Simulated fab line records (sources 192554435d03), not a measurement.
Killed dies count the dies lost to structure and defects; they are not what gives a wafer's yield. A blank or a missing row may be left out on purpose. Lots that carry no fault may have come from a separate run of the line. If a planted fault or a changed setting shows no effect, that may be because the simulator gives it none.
fab line records	flow n5_finfet
record lots=10	wafers=29	last_day=19
route steps=1938 shown MIM_TOP_LITHO@1850 PASS1_CAP@1874 TV_LITHO@1885 TV_OPEN@1889 PASSIVATION@1936
lots with no fault: from the same line, run without faults
start_h: the number of hours between the record's first day and the start of the first shown wafer of the lot	wait_h: hours from the lot's prior step to this one	" same as the row above	L1.1+2: a single row standing in for several wafers	- no value, or no start was given	* or withheld: withheld	< > ~ a bound
route shown NAME@n: a module of which the file shows steps, and the number in the route of the first	usual: mean and standard deviation over wafers with no fault	same: alike in all rows	chamber/n: place in a boat	sites: per-site readings	_std_site: standard deviation across them	_edge_site: the outer-site mean with the inner-site mean subtracted	radius_mm: for every site, how far away it sits from the centre of the wafer	mask NAME#n: copy n	behind: tool/chamber where the wafer was last shaped	hold: why the lot was held/for how many hours/how that ended	device: the n, p or np transistor that did not switch	end of line: at the end of the route, the tests of the same wafers	a step with no rows: only its recipe	killed: the dies lost at the first sort to structure and to defects; this is not the yield of the wafer	map: a wafer's dies, x killed, . not, _ none there
set.NAME: the setting that was run; set.NAME@STEP: the one run at that earlier step	model.NAME: the simulator's own value behind a step, which no gauge read
route steps across a sampled set of lots; one table per step, one row per wafer
services: from which hour (start_h, from the record's first day; less than 0 if before it) a tool's chamber was out of use, for how many hours, and why
## steps
# step N5_MIM_TOP_LITHO_DESCUM_10
# recipe chemistry=O2	time_s=7.9	source_power_w=50	bias_power_w=20	pressure_mtorr=20	rf_frequency_hz=2.712e+07	temp_c=40	o2_flow_sccm=225
# usual drypump_motor_current_A=5.7/0.41	oes_product_au=0.82/0.088	rf_vpp_V=243.6/1.5	showerhead_plenum_p_Torr=2.12/0.082	throttle_valve_pct=20.41/0.29
lot.wafer	tool	chamber	start_h	wait_h	drypump_motor_current_A	oes_product_au	rf_hours_counter_h	rf_vpp_V	showerhead_plenum_p_Torr	throttle_valve_pct
L771.1	rie_diel-01	0	256.04	0.2	5.2	0.77	128	244.5	2.18	20.46
L771.3	"	1	"	"	6.1	0.84	65	243.3	2.11	20.13
L772.1	rie_diel-03	3	261.34	0.0	5.1	0.69	220	242.2	1.98	20.77
L772.2	"	2	"	"	5.2	0.95	12	242.4	2.07	20.50
L772.5	"	2	"	"	5.2	0.95	-	242.5	2.07	20.49
L774.1	rie_diel-01	0	269.56	0.0	5.2	0.75	132	245.1	2.18	20.47
L774.2	"	3	"	"	5.7	0.87	42	244.7	2.22	20.72
L774.5	"	3	"	"	5.7	0.87	-	244.3	2.22	20.73
L776.2	rie_diel-01	2	279.37	0.1	5.6	0.84	77	242.8	2.12	20.35
L776.3	"	1	"	"	6.1	0.85	72	244.0	2.11	20.16
L776.6	"	3	"	"	5.7	0.87	-	244.9	2.22	20.71
L783.1	rie_diel-01	3	336.24	0.2	5.7	0.84	63	244.7	2.21	20.74
L783.2	"	0	"	"	5.1	0.74	154	244.4	2.18	20.49
L783.6	"	3	"	"	5.7	0.84	-	246.0	2.21	20.76
L784.4	rie_diel-05	0	341.31	0.0	6.1	0.86	43	245.2	2.22	20.06
L784.5	"	2	"	"	6.1	0.69	-	244.5	2.16	20.83
L784.6	"	3	"	"	6.1	0.98	-	245.3	2.25	20.22
L789.1	rie_diel-03	1	390.42	0.1	6.1	0.85	62	242.6	2.03	19.88
L789.2	"	2	"	"	5.2	0.86	54	242.5	2.06	20.55
L789.6	"	1	"	"	6.1	0.85	-	241.4	2.03	19.87
L790.3	rie_diel-01	2	411.14	0.0	5.5	0.80	115	244.6	2.11	20.41
L790.5	"	1	"	"	6.1	0.79	-	243.6	2.10	20.22
L790.6	"	0	"	"	5.1	0.72	-	244.9	2.17	20.54
L793.2	rie_diel-05	2	426.09	0.0	6.1	0.95	6	242.4	2.15	20.39
L793.5	"	1	"	"	5.5	0.85	-	243.6	2.03	20.24
L793.6	"	0	"	"	6.1	0.82	-	246.2	2.21	20.11
L794.1	rie_diel-05	2	449.76	0.0	6.2	0.92	17	243.1	2.15	20.41
L794.3	"	3	"	"	6.1	0.89	41	245.0	2.23	20.27
L794.6	"	3	"	"	6.1	0.91	-	246.3	2.23	20.27
# step N5_PASSIVATION_PECVD_01
# recipe material=SiNx	target_thk_a=2000	temp_c=400	precursor=SiH4/NH3/N2	pressure_torr=4.9	rf_w=1406	time_s=43.2
# usual heater_power_w=383/100	showerhead_plenum_p_Torr=8.70/0.087	throttle_valve_pct=29.6/2.2
lot.wafer	tool	chamber	start_h	wait_h	heater_power_w	showerhead_plenum_p_Torr	throttle_valve_pct
L771.1	pecvd-04	1	257.98	0.0	198	8.60	31.0
L771.3	"	0	"	"	565	8.60	32.8
L772.1	pecvd-04	0	263.00	0.0	427	8.61	32.6
L772.2	"	2	"	"	325	8.72	28.7
L772.5	"	0	"	"	456	8.61	32.7
L774.1	pecvd-03	2	271.56	0.0	221	8.67	25.6
L774.2	"	0	"	"	502	8.86	31.7
L774.5	"	0	"	"	338	8.89	31.5
L776.2	pecvd-01	2	281.19	0.0	405	8.71	26.7
L776.3	"	1	"	"	278	8.77	27.9
L776.6	"	1	"	"	286	8.79	27.6
L783.1	pecvd-04	2	337.92	0.0	345	8.74	29.0
L783.2	"	0	"	"	479	8.63	32.6
L783.6	"	0	"	"	487	8.61	32.7
L784.4	pecvd-03	2	343.03	0.0	165	8.65	25.5
L784.5	"	1	"	"	455	8.81	31.0
L784.6	"	0	"	"	489	8.86	31.4
L789.1	pecvd-03	0	392.42	0.0	425	8.85	31.9
L789.2	"	2	"	"	183	8.67	25.9
L789.6	"	1	"	"	406	8.82	30.7
L790.3	pecvd-03	2	413.02	0.0	172	8.70	25.8
L790.5	"	1	"	"	437	8.82	30.8
L790.6	"	2	"	"	185	8.69	25.9
L793.2	pecvd-04	0	428.26	0.0	561	8.60	33.0
L793.5	"	0	"	"	406	8.59	32.9
L793.6	"	2	"	"	364	8.74	29.4
L794.1	pecvd-01	0	451.84	0.0	468	8.62	29.9
L794.3	"	2	"	"	450	8.72	26.9
L794.6	"	0	"	"	464	8.61	30.1
# step N5_PASSIVATION_INSPECT_61
# recipe mode=adi	inspect_instrument=macro
# usual raw_defect_count=2.2/1.4
lot.wafer	tool	chamber	start_h	wait_h	raw_defect_count
L771.1	defect_inspect-01	-	258.63	0.0	4
L771.3	"	-	"	"	1
L772.1	defect_inspect-01	-	264.19	0.0	3
L772.2	"	-	"	"	1
L772.5	"	-	"	"	1
L774.1	defect_inspect-01	-	272.15	0.0	4
L774.2	"	-	"	"	1
L774.5	"	-	"	"	1
L776.2	defect_inspect-01	-	281.73	0.0	0
L776.3	"	-	"	"	4
L776.6	"	-	"	"	1
L783.1	defect_inspect-02	-	338.92	0.0	1
L783.2	"	-	"	"	1
L783.6	"	-	"	"	4
L784.4	defect_inspect-02	-	344.35	0.0	1
L784.5	"	-	"	"	2
L784.6	"	-	"	"	0
L789.1	defect_inspect-02	-	393.32	0.0	2
L789.2	"	-	"	"	>300
L789.6	"	-	"	"	2
L790.3	defect_inspect-02	-	413.76	0.0	>300
L790.5	"	-	"	"	3
L790.6	"	-	"	"	>300
L793.2	defect_inspect-01	-	429.53	0.0	1
L793.5	"	-	"	"	1
L793.6	"	-	"	"	1
L794.1	defect_inspect-01	-	454.29	0.0	3
L794.3	"	-	"	"	0
L794.6	"	-	"	"	0
# step N5_PASSIVATION_DESCUM_12
# recipe chemistry=O2	time_s=7.9	source_power_w=50	bias_power_w=20	pressure_mtorr=20	rf_frequency_hz=2.712e+07	temp_c=40	o2_flow_sccm=225
# usual drypump_motor_current_A=5.5/0.51	oes_product_au=0.78/0.069	rf_vpp_V=243.1/1.2	showerhead_plenum_p_Torr=2.09/0.056	throttle_valve_pct=20.48/0.24
lot.wafer	tool	chamber	start_h	wait_h	drypump_motor_current_A	oes_product_au	rf_hours_counter_h	rf_vpp_V	showerhead_plenum_p_Torr	throttle_valve_pct
L771.1	rie_diel-06	3	258.95	0.3	6.3	0.90	28	242.7	2.04	20.23
L771.3	"	1	"	"	5.5	0.73	198	245.0	2.17	20.71
L772.1	rie_diel-02	2	264.22	0.0	6.3	0.89	33	243.2	2.14	20.42
L772.2	"	1	"	"	5.8	0.76	166	244.7	2.08	20.38
L772.5	"	2	"	"	6.4	0.90	-	241.9	2.14	20.43
L774.1	rie_diel-04	0	272.31	0.2	5.1	0.77	121	243.5	2.09	20.38
L774.2	"	1	"	"	6.1	0.72	195	245.4	2.18	20.48
L774.5	"	3	"	"	5.3	0.81	-	244.0	2.14	20.55
L776.2	rie_diel-04	1	282.05	0.3	6.1	0.72	198	243.3	2.18	20.49
L776.3	"	0	"	"	5.1	0.77	123	242.3	2.09	20.37
L776.6	"	1	"	"	6.1	0.72	-	244.9	2.18	20.48
L783.1	rie_diel-04	0	339.00	0.1	5.2	0.75	137	242.1	2.08	20.40
L783.2	"	3	"	"	5.3	0.79	98	242.7	2.13	20.58
L783.6	"	2	"	"	5.0	0.80	-	242.2	2.02	20.60
L784.4	rie_diel-02	1	344.38	0.0	5.7	0.74	188	243.0	2.08	20.41
L784.5	"	0	"	"	5.3	0.68	-	242.6	2.06	20.74
L784.6	"	3	"	"	5.0	0.70	-	244.8	2.17	20.37
L789.1	rie_diel-04	2	393.35	0.0	5.0	0.80	133	242.6	2.01	20.61
L789.2	"	1	"	"	6.1	0.71	227	245.1	2.17	20.54
L789.6	"	2	"	"	5.0	0.79	-	241.4	2.01	20.62
L790.3	rie_diel-06	0	414.27	0.5	4.9	0.86	39	241.5	2.04	19.86
L790.5	"	2	"	"	5.8	0.69	-	240.9	2.08	20.93
L790.6	"	3	"	"	6.2	0.83	-	241.5	2.03	20.33
L793.2	rie_diel-04	2	429.57	0.0	5.0	0.78	142	241.5	2.01	20.62
L793.5	"	2	"	"	5.0	0.79	-	241.9	2.01	20.64
L793.6	"	3	"	"	5.3	0.77	-	242.7	2.13	20.59
L794.1	rie_diel-04	1	454.74	0.5	6.1	0.69	246	243.7	2.16	20.56
L794.3	"	2	"	"	5.0	0.76	152	241.1	2.01	20.65
L794.6	"	2	"	"	5.0	0.77	-	240.8	2.01	20.64
# step N5_PASSIVATION_STRIP_14
# recipe chemistry=O2	power_w=600	temp_c=60	pressure_mtorr=30	rf_frequency_hz=6e+07	bias_power_w=0	overash_fraction=0.5	o2_flow_sccm=225
# usual drypump_motor_current_A=5.5/0.51	oes_product_au=0.78/0.069	rf_vpp_V=3.7/0.89	showerhead_plenum_p_Torr=2.10/0.056	throttle_valve_pct=16.72/0.24
lot.wafer	tool	chamber	start_h	wait_h	drypump_motor_current_A	oes_product_au	rf_hours_counter_h	rf_vpp_V	showerhead_plenum_p_Torr	throttle_valve_pct
L771.1	rie_diel-06	3	259.31	0.1	6.3	0.89	29	2.9	2.04	16.42
L771.3	"	1	"	"	5.5	0.73	199	2.4	2.17	16.91
L772.1	rie_diel-02	2	264.58	0.1	6.4	0.90	33	2.7	2.15	16.60
L772.2	"	1	"	"	5.7	0.76	166	3.6	2.09	16.64
L772.5	"	2	"	"	6.3	0.92	-	3.2	2.15	16.60
L774.1	rie_diel-04	0	272.66	0.1	5.1	0.76	121	5.1	2.09	16.63
L774.2	"	1	"	"	6.1	0.72	196	2.7	2.19	16.72
L774.5	"	3	"	"	5.3	0.80	-	3.5	2.14	16.72
L776.2	rie_diel-04	1	282.40	0.1	6.1	0.72	198	4.9	2.19	16.74
L776.3	"	0	"	"	5.1	0.78	123	3.7	2.09	16.62
L776.6	"	1	"	"	6.1	0.73	-	3.7	2.19	16.75
L783.1	rie_diel-04	0	339.36	0.1	5.1	0.75	137	4.0	2.09	16.67
L783.2	"	3	"	"	5.3	0.79	98	4.5	2.14	16.80
L783.6	"	2	"	"	5.0	0.80	-	5.1	2.02	16.85
L784.4	rie_diel-02	1	344.74	0.1	5.7	0.74	188	4.5	2.08	16.69
L784.5	"	0	"	"	5.3	0.69	-	4.7	2.07	17.02
L784.6	"	3	"	"	5.0	0.71	-	4.8	2.17	16.64
L789.1	rie_diel-04	2	393.71	0.1	5.0	0.79	133	3.4	2.02	16.88
L789.2	"	1	"	"	6.1	0.70	227	2.4	2.17	16.78
L789.6	"	2	"	"	5.0	0.79	-	4.1	2.02	16.88
L790.3	rie_diel-06	0	414.62	0.1	4.9	0.86	39	4.0	2.04	16.08
L790.5	"	2	"	"	5.8	0.70	-	2.6	2.09	17.15
L790.6	"	3	"	"	6.3	0.83	-	4.3	2.03	16.51
L793.2	rie_diel-04	2	429.92	0.1	4.9	0.79	142	3.3	2.01	16.88
L793.5	"	2	"	"	5.0	0.77	-	2.5	2.02	16.87
L793.6	"	3	"	"	5.3	0.77	-	4.8	2.13	16.79
L794.1	rie_diel-04	1	455.09	0.1	6.2	0.68	246	4.8	2.17	16.80
L794.3	"	2	"	"	5.0	0.78	152	5.0	2.01	16.90
L794.6	"	2	"	"	5.0	0.77	-	5.3	2.01	16.94
# step N5_PASSIVATION_PROBE_49
# usual defect_limited_yield=91.3/1.7	killed_at_M0_to_M3=33/9.9	killed_at_M4_up=14/6.4	killed_at_contacts=12/7	killed_at_front_end=41/13	killed_at_other=3.1/2.9	killed_dies=103/20	killed_on_rim=13/4	killed_open=67/14	killed_short=34/9.4	sort_bin_4_leakage=0.03/0.24	sort_bin_5_function=5.1/1.1	sort_bin_6_memory=3.2/0.79	sort_bin_8_speed=0.02/0.15	sort_n_pass=1077/21	sort_yield_pct=91.2/1.7
# same gross_dies=1180	killed_at_back_side=0
lot.wafer	tool	chamber	start_h	wait_h	defect_limited_yield[%]	killed_at_M0_to_M3	killed_at_M4_up	killed_at_contacts	killed_at_front_end	killed_at_other	killed_dies	killed_on_rim	killed_open	killed_short	sort_bin_4_leakage[%]	sort_bin_5_function[%]	sort_bin_6_memory[%]	sort_bin_8_speed[%]	sort_n_pass	sort_yield_pct[%]
L772.1	prober-02	-	270.93	0.0	92.3	32	12	14	32	1	91	12	70	21	0	4.5	3.0	0	1089	92.3
L772.2	prober-02	-	270.98	0.1	89.9	64	5	7	42	1	119	17	74	45	0	5.8	3.9	0	1061	89.9
L772.5	prober-02	-	271.13	0.2	93.6	22	12	3	34	4	75	8	51	24	0	4.2	2.1	0	1105	93.6
L789.1	prober-01	-	402.45	0.0	93.3	34	6	12	24	3	79	14	51	28	0	3.1	3.4	0	1101	93.3
L789.2	prober-01	-	402.50	0.1	85.8	19	9	6	15	118	167	21	29	25	0	9.5	2.6	0	1013	85.8
L789.6	prober-01	-	402.70	0.3	93.1	28	9	19	24	1	81	3	59	20	0	4.3	2.5	0	1099	93.1
L790.3	prober-02	-	421.18	0.1	85.0	25	12	2	22	116	177	27	43	21	0	9.9	2.7	0	1003	85.0
L790.5	prober-02	-	421.28	0.2	92.8	33	12	4	34	2	85	5	59	25	0	4.0	3.1	0	1095	92.8
L790.6	prober-02	-	421.33	0.3	81.9	37	19	6	40	111	213	26	59	44	0	11.7	4.0	0	967	81.9
L794.1	prober-02	-	461.80	0.0	91.0	34	22	5	40	5	106	17	68	32	0	5.5	2.8	0	1074	91.0
L794.3	prober-02	-	461.90	0.1	91.0	20	22	4	53	7	106	13	80	23	0	4.3	4.4	0	1074	91.0
L794.6	prober-02	-	462.05	0.3	90.8	40	21	8	33	7	109	11	74	31	0	4.7	4.1	0	1071	90.8
# killed by level:class
L772.1 BEOL_M0_SAQP:geometric_particle:open=12 MOL_CONTACT_COAG:geometric_particle:open=9 STI_FIN_REVEAL:geometric_particle:open=7 FIN_SAQP:geometric_particle:open=5 MOL_CONTACT_COAG:geometric_particle:short=5 BEOL_M2:geometric_particle:open=5 DUMMY_GATE:geometric_particle:open=4 GATE_CUT:geometric_particle:open=4
L772.2 BEOL_M3:geometric_particle:open=20 FIN_SAQP:geometric_particle:short=14 BEOL_M0_SAQP:geometric_particle:short=13 FIN_SAQP:geometric_particle:open=11 BEOL_M0_SAQP:geometric_particle:open=11 MOL_CONTACT_COAG:geometric_particle:open=6 BEOL_M2:geometric_particle:open=6 BEOL_M3:geometric_particle:short=6
L772.5 FIN_SAQP:geometric_particle:short=7 BEOL_M3:geometric_particle:open=7 FIN_SAQP:geometric_particle:open=6 STI_FIN_REVEAL:geometric_particle:open=6 DUMMY_GATE:geometric_particle:open=5 BEOL_M0_SAQP:geometric_particle:open=5 BEOL_M2:geometric_particle:open=5 BEOL_M0_SAQP:geometric_particle:short=3
L789.1 MOL_CONTACT_COAG:geometric_particle:open=9 GATE_CUT:geometric_particle:short=6 BEOL_M0_SAQP:geometric_particle:open=6 BEOL_M3:geometric_particle:open=6 BEOL_M0_SAQP:geometric_particle:short=5 DUMMY_GATE:geometric_particle:open=4 GATE_CUT:geometric_particle:open=4 BEOL_M0:geometric_particle:open=4
L789.2 PASS1_CAP:unspecified=110 MIM_TOP_ETCH:geometric_particle:short=6 FIN_SAQP:geometric_particle:short=5 MOL_CONTACT_COAG:geometric_particle:open=5 BEOL_M0_SAQP:geometric_particle:short=5 BEOL_M2:geometric_particle:open=4 FIN_SAQP:geometric_particle:open=3 BEOL_M3:geometric_particle:open=3
L789.6 MOL_CONTACT_COAG:geometric_particle:open=17 BEOL_M3:geometric_particle:open=7 BEOL_M0_SAQP:geometric_particle:short=5 DUMMY_GATE:geometric_particle:open=4 GATE_CUT:geometric_particle:short=4 BEOL_M0_SAQP:geometric_particle:open=4 BEOL_M2:geometric_particle:open=4 BEOL_M0:geometric_particle:open=3
L790.3 PASS1_CAP:unspecified=111 BEOL_M3:geometric_particle:open=7 BEOL_M4:geometric_particle:open=7 FIN_SAQP:geometric_particle:short=6 BEOL_M2:geometric_particle:open=5 DUMMY_GATE:geometric_particle:open=4 BEOL_M0:geometric_particle:open=4 BEOL_M1:geometric_particle:open=4
L790.5 BEOL_M3:geometric_particle:open=11 FIN_SAQP:geometric_particle:open=10 BEOL_M2:geometric_particle:open=7 FIN_SAQP:geometric_particle:short=6 DUMMY_GATE:geometric_particle:open=5 BEOL_M5:geometric_particle:open=5 MOL_CONTACT_COAG:geometric_particle:open=4 BEOL_M1:geometric_particle:open=4
L790.6 PASS1_CAP:unspecified=110 GATE_CUT:geometric_particle:short=13 BEOL_M2:geometric_particle:open=8 BEOL_M0_SAQP:geometric_particle:short=7 BEOL_M4:geometric_particle:open=7 BEOL_M1:geometric_particle:open=6 BEOL_M3:geometric_particle:open=6 FIN_SAQP:geometric_particle:open=5
L794.1 BEOL_M3:geometric_particle:open=11 BEOL_M4:geometric_particle:open=11 STI_FIN_REVEAL:geometric_particle:open=8 BEOL_M0_SAQP:geometric_particle:short=7 BEOL_M0_SAQP:geometric_particle:open=7 FIN_SAQP:geometric_particle:short=5 HKMG_FIN:area_etch=5 FIN_SAQP:geometric_particle:open=4
L794.3 FIN_SAQP:geometric_particle:open=24 STI_FIN_REVEAL:geometric_particle:open=12 BEOL_M4:geometric_particle:open=7 FIN_SAQP:geometric_particle:short=6 BEOL_M0_SAQP:geometric_particle:open=6 BEOL_M2:geometric_particle:open=6 GATE_CUT:geometric_particle:short=4 MOL_CONTACT_COAG:geometric_particle:open=4
L794.6 BEOL_M0_SAQP:geometric_particle:open=16 STI_FIN_REVEAL:geometric_particle:open=10 BEOL_M4:geometric_particle:open=9 FIN_SAQP:geometric_particle:open=6 BEOL_M1:geometric_particle:open=6 MOL_CONTACT_COAG:geometric_particle:open=6 BEOL_M2:geometric_particle:open=5 BEOL_M3:geometric_particle:open=5
## services
tool	chamber	start_h	hours	kind
rie_diel-06	3	235.37	2.3	repair
rie_diel-05	1	237.91	6.5	repair
rie_diel-03	0	258.93	7.9	repair
rie_diel-03	1	266.71	8.6	repair
rie_diel-03	1	289.50	8.2	repair
rie_diel-06	1	295.74	3.9	repair
rie_diel-06	1	303.97	8.4	repair
rie_diel-05	1	308.63	4.9	repair
rie_diel-03	2	309.62	9.7	repair
rie_diel-05	1	329.31	1.2	repair
rie_diel-06	0	337.93	3.2	repair
rie_diel-04	3	342.35	3.4	repair
rie_diel-02	3	347.28	2.8	repair
rie_diel-04	0	359.94	1.7	repair
rie_diel-04	3	395.94	23.0	repair
rie_diel-04	-	403.75	0.9	repair
rie_diel-04	0	409.11	3.8	repair
pecvd-03	-	410.66	1.0	repair
rie_diel-04	-	413.19	2.8	pm
rie_diel-04	2	426.35	1.6	repair
rie_diel-06	-	432.98	2.1	repair
rie_diel-02	2	440.36	18.8	repair
rie_diel-05	0	440.84	9.2	repair
rie_diel-04	3	452.49	11.0	repair
## key
first_sign step=N5_PASSIVATION_INSPECT_61	reading=raw_defect_count	direction=up	sigmas=99+	usual=2.2	struck=>300
effect step=N5_PASSIVATION_PROBE_49	reading=killed_at_other	direction=up	sigmas=39	usual=3.1	struck=115
more_kills_born_at N5_PASSIVATION_PECVD_01@pecvd-03=331
met_at N5_PASSIVATION_PECVD_01
struck_lots L789,L790
struck_wafers L789.2,L790.3,L790.6
not_acting_at N5_MIM_TOP_LITHO_DESCUM_10,N5_PASSIVATION_DESCUM_12,N5_PASSIVATION_STRIP_14
onset_between 343.03 392.42
fault kind=chamber_particle_source	tool=pecvd-03	chamber=2	onset_h=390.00	steps=N5_PASSIVATION_PECVD_01	rate_per_visit_cm2=1.0032	end_h=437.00
